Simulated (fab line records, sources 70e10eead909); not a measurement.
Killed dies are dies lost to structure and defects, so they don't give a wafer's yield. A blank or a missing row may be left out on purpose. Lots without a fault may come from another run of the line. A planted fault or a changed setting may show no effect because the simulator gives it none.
Which tool did it? | flow nand_harc | 12 lots, 36 wafers sampled, at 5 steps of a route of 1302

WHAT THE GAUGES READ, wafer by wafer
NHARC_END_SORT_01. Usual: defect_limited_yield 91.6 %, standard deviation 2.8; killed_at_array 52, standard deviation 18; killed_at_other 0.6, standard deviation 0.83; killed_at_periphery 4.3, standard deviation 2.8; killed_dies 57, standard deviation 19; killed_open 3.4, standard deviation 2; killed_short 2.5, standard deviation 1.7; sort_bin_2_pct 3.0 %, standard deviation 1.1; sort_bin_3_pct 0.6 %, standard deviation 0.41; sort_bin_4_pct 4.7 %, standard deviation 1.6; sort_n_pass 620, standard deviation 19; sort_rim_yield_pct 91 %, standard deviation 3.7; sort_yield_pct 91.6 %, standard deviation 2.8.
lot  | measured     | on        | defect_limited_yield (%) | killed_at_array | killed_at_other | killed_at_periphery | killed_dies | killed_open | killed_short | sort_bin_2_pct (%) | sort_bin_3_pct (%) | sort_bin_4_pct (%) | sort_n_pass | sort_rim_yield_pct (%) | sort_yield_pct (%) | flag
L983 | day 29 16:13 | prober-02 | 95.1 97.2 96.0           | 29 18 26        | 1 0 0           | 3 1 1               | 33 19 27    | 5 1 3       | 4 2 0        | 1.3 1.5 1.2        | 0.1 0.1 0.4        | 3.4 1.2 2.4        | 644 658 650 | 92 92 92               | 95.1 97.2 96.0     |
L984 | day 30 08:54 | prober-02 | 90.8 88.6 89.4           | 58 74 70        | 1 1 0           | 3 2 2               | 62 77 72    | 0 4 5       | 1 3 1        | 3.5 4.0 4.6        | 1.0 1.5 0.9        | 4.6 5.9 5.2        | 615 600 605 | 92 91 94               | 90.8 88.6 89.4     |
L988 | day 31 12:07 | prober-01 | 86.1 87.9 88.9           | 63 72 70        | 0 1 0           | 31 9 5              | 94 82 75    | 8 4 4       | 2 0 0        | 8.1 4.0 3.8        | 0.7 0.6 0.9        | 5.0 7.5 6.4        | 583 595 602 | 86 89 91               | 86.1 87.9 88.9     | OFF
L991 | day 32 21:17 | prober-01 | 92.5 89.1 91.9           | 46 42 49        | 2 0 0           | 3 32 6              | 51 74 55    | 1 2 3       | 5 2 2        | 3.0 6.8 2.8        | 1.0 0.4 0.7        | 3.5 3.7 4.6        | 626 603 622 | 81 82 87               | 92.5 89.1 91.9     | OFF

WHICH TOOL RAN EACH LOT (tool, then ch and the chambers of the sampled wafers, then the start)
lot  | NHARC_P_BONDPAD_PVD_17       | NHARC_THIN_TSV_CMP_21         | NHARC_THIN_TSV_DEGAS_53      | NHARC_THIN_TSV_DESCUM_35
L970 | pvd_sputter-01, day 6 10:05  | cmp-03 ch 1,2, day 23 18:07   | pvd_sputter-01, day 23 18:35 | rie_diel-11 ch 1,2, day 23 19:53
L972 | pvd_sputter-01, day 7 12:24  | cmp-03 ch 0,2, day 24 09:07   | pvd_sputter-01, day 24 09:32 | rie_diel-11 ch 1,2,3, day 24 10:50
L973 | pvd_sputter-03, day 7 16:20  | cmp-01 ch 0,2,3, day 25 06:13 | pvd_sputter-03, day 25 06:40 | rie_diel-11 ch 0,1,3, day 25 07:57
L974 | pvd_sputter-01, day 8 10:26  | cmp-02 ch 0,1,2, day 24 22:14 | pvd_sputter-03, day 24 22:37 | rie_diel-12 ch 1,3, day 24 23:56
L977 | pvd_sputter-02, day 9 07:52  | cmp-03 ch 0,1, day 25 19:06   | pvd_sputter-03, day 25 19:34 | rie_diel-11 ch 0,2,3, day 25 20:52
L979 | pvd_sputter-03, day 10 05:32 | cmp-02 ch 0,1,3, day 27 01:50 | pvd_sputter-01, day 27 02:16 | rie_diel-09 ch 1,2,3, day 27 03:31
L981 | pvd_sputter-01, day 11 03:45 | cmp-02 ch 1,2, day 28 00:23   | pvd_sputter-03, day 28 00:49 | rie_diel-12 ch 0,1,3, day 28 02:08
L982 | pvd_sputter-01, day 11 21:23 | cmp-01 ch 2,3, day 29 05:28   | pvd_sputter-01, day 29 05:54 | rie_diel-11 ch 0,1,3, day 29 07:14
L983 | pvd_sputter-02, day 12 02:51 | cmp-01 ch 1,2,3, day 29 06:43 | pvd_sputter-02, day 29 07:08 | rie_diel-11 ch 0,3, day 29 08:25
L984 | pvd_sputter-03, day 12 20:10 | cmp-01 ch 0,2,3, day 29 20:42 | pvd_sputter-02, day 29 21:07 | rie_diel-12 ch 1,2, day 29 22:17
L988 | pvd_sputter-03, day 14 05:55 | cmp-01 ch 0,1,3, day 31 00:14 | pvd_sputter-01, day 31 00:40 | rie_diel-12 ch 0,2,3, day 31 01:59
L991 | pvd_sputter-03, day 15 03:50 | cmp-01 ch 0,1,3, day 32 06:49 | pvd_sputter-01, day 32 07:17 | rie_diel-12 ch 0,2, day 32 08:26
- NHARC_P_BONDPAD_PVD_17: deposits TaN, target thk 5 nm, time 8.06 s.
- NHARC_THIN_TSV_CMP_21: polishes, t overpolish 30 s, target thk 2000 nm.
- NHARC_THIN_TSV_DEGAS_53: time 60 s.
- NHARC_THIN_TSV_DESCUM_35: chemistry O2, time 3 s.

WHAT THE TOOLS THEMSELVES READ (means of the sampled wafers that have a number; where no wafer has one, the mark that the record gives instead)
NHARC_P_BONDPAD_PVD_17. Usual: throttle_valve_pct 29.9 %, standard deviation 1.2.
lot  | tool           | throttle_valve_pct (%) | flag
L970 | pvd_sputter-01 | 29.8                   |
L972 | pvd_sputter-01 | 30.7                   |
L973 | pvd_sputter-03 | 30.4                   |
L974 | pvd_sputter-01 | 30.4                   |
L977 | pvd_sputter-02 | 30.1                   |
L979 | pvd_sputter-03 | 29.4                   |
L981 | pvd_sputter-01 | 30.9                   |
L982 | pvd_sputter-01 | 31.4                   |
L983 | pvd_sputter-02 | 29.2                   |
L984 | pvd_sputter-03 | 29.5                   |
L988 | pvd_sputter-03 | 29.2                   |
L991 | pvd_sputter-03 | 28.4                   |

NHARC_THIN_TSV_CMP_21. Usual: motor_current_A 12.2 A, standard deviation 0.85; overpolish_run_s 29.999 s, standard deviation 0.0096.
lot  | tool   | motor_current_A (A) | overpolish_run_s (s) | flag
L970 | cmp-03 | 12.4                | 29.999               |
L972 | cmp-03 | 12.4                | 30.005               |
L973 | cmp-01 | 11.4                | 30.008               |
L974 | cmp-02 | 12.2                | 30.005               |
L977 | cmp-03 | 12.5                | 30.001               |
L979 | cmp-02 | 13.2                | 30.001               |
L981 | cmp-02 | 11.7                | 29.993               |
L982 | cmp-01 | 11.8                | 30.005               |
L983 | cmp-01 | 11.3                | 29.992               |
L984 | cmp-01 | 11.4                | 30.003               |
L988 | cmp-01 | 11.8                | 30.000               |
L991 | cmp-01 | 12.4                | 29.993               |

NHARC_THIN_TSV_DEGAS_53. Usual: heater_power_w 469 W, standard deviation 52.
lot  | tool           | heater_power_w (W) | flag
L970 | pvd_sputter-01 | 489                |
L972 | pvd_sputter-01 | 481                |
L973 | pvd_sputter-03 | 460                |
L974 | pvd_sputter-03 | 468                |
L977 | pvd_sputter-03 | 482                |
L979 | pvd_sputter-01 | 520                |
L981 | pvd_sputter-03 | 443                |
L982 | pvd_sputter-01 | 502                |
L983 | pvd_sputter-02 | 422                |
L984 | pvd_sputter-02 | 421                |
L988 | pvd_sputter-01 | 528                |
L991 | pvd_sputter-01 | 530                |

NHARC_THIN_TSV_DESCUM_35. Usual: drypump_motor_current_A 5.6 A, standard deviation 0.49; mfc_ar_sccm 0.008 sccm, standard deviation 0.01; oes_product_au 0.997 a.u., standard deviation 0.01; rf_vpp_V 57.6 V, standard deviation 0.84; showerhead_plenum_p_Torr 1.86 Torr, standard deviation 0.088; throttle_valve_pct 11.311 %, standard deviation 0.0087.
lot  | tool        | drypump_motor_current_A (A) | mfc_ar_sccm (sccm) | oes_product_au (a.u.) | rf_vpp_V (V) | showerhead_plenum_p_Torr (Torr) | throttle_valve_pct (%) | flag
L970 | rie_diel-11 | 6.1                         | 0.002              | 0.994                 | 56.8         | 1.86                            | 11.307                 |
L972 | rie_diel-11 | 5.6                         | 0.009              | 0.995                 | 56.8         | 1.85                            | 11.311                 |
L973 | rie_diel-11 | 5.5                         | 0.011              | 0.989                 | 57.1         | 1.84                            | 11.310                 |
L974 | rie_diel-12 | 5.7                         | 0.005              | 0.987                 | 57.7         | 1.89                            | 11.305                 |
L977 | rie_diel-11 | 5.7                         | 0.009              | 0.992                 | 57.3         | 1.82                            | 11.320                 |
L979 | rie_diel-09 | 5.3                         | 0.012              | 0.996                 | 57.8         | 1.85                            | 11.302                 |
L981 | rie_diel-12 | 5.6                         | 0.007              | 0.998                 | 57.8         | 1.88                            | 11.317                 |
L982 | rie_diel-11 | 5.5                         | 0.011              | 0.989                 | 58.0         | 1.84                            | 11.307                 |
L983 | rie_diel-11 | 5.6                         | 0.011              | 1.006                 | 57.6         | 1.80                            | 11.316                 |
L984 | rie_diel-12 | 5.7                         | 0.005              | 0.992                 | 57.5         | 1.99                            | 11.321                 |
L988 | rie_diel-12 | 5.9                         | 0.001              | 1.012                 | 57.5         | 1.86                            | 11.315                 |
L991 | rie_diel-12 | 5.7                         | 0.003              | 1.016                 | 58.2         | 1.85                            | 11.315                 |

THE ANSWER, worked out from the rows above alone
Rule: a lot is off if the mean of its wafers that have a number lies more than 3 standard deviations from the usual mean. A lot without any number at a reading at which 4 lots or more have one is off too. The other lots that the step has rows for count as sound. The gauges are gone through in route order, then the tools' own readings, and for those a lot's mean is taken as printed above. The first step at which some lot is off is used, and at that step the reading that is off furthest; a lot without a number counts as furthest.
Off: L988, L991, at NHARC_END_SORT_01 (killed_at_periphery). Neither off nor sound, because the step has no rows for them: L970, L972, L973, L974, L977, L979, L981, L982.
A tool fits if, at a process step before that reading, it ran every lot that is off, and no sound lot after the first of them. The gauges at NHARC_END_SORT_01 are tried like those tools. Can't be told from this: 5 tools fit, pvd_sputter-03 at NHARC_P_BONDPAD_PVD_17, cmp-01 at NHARC_THIN_TSV_CMP_21, pvd_sputter-01 at NHARC_THIN_TSV_DEGAS_53, rie_diel-12 at NHARC_THIN_TSV_DESCUM_35, prober-01 at NHARC_END_SORT_01.

WHAT THE SIMULATOR HAD PUT IN
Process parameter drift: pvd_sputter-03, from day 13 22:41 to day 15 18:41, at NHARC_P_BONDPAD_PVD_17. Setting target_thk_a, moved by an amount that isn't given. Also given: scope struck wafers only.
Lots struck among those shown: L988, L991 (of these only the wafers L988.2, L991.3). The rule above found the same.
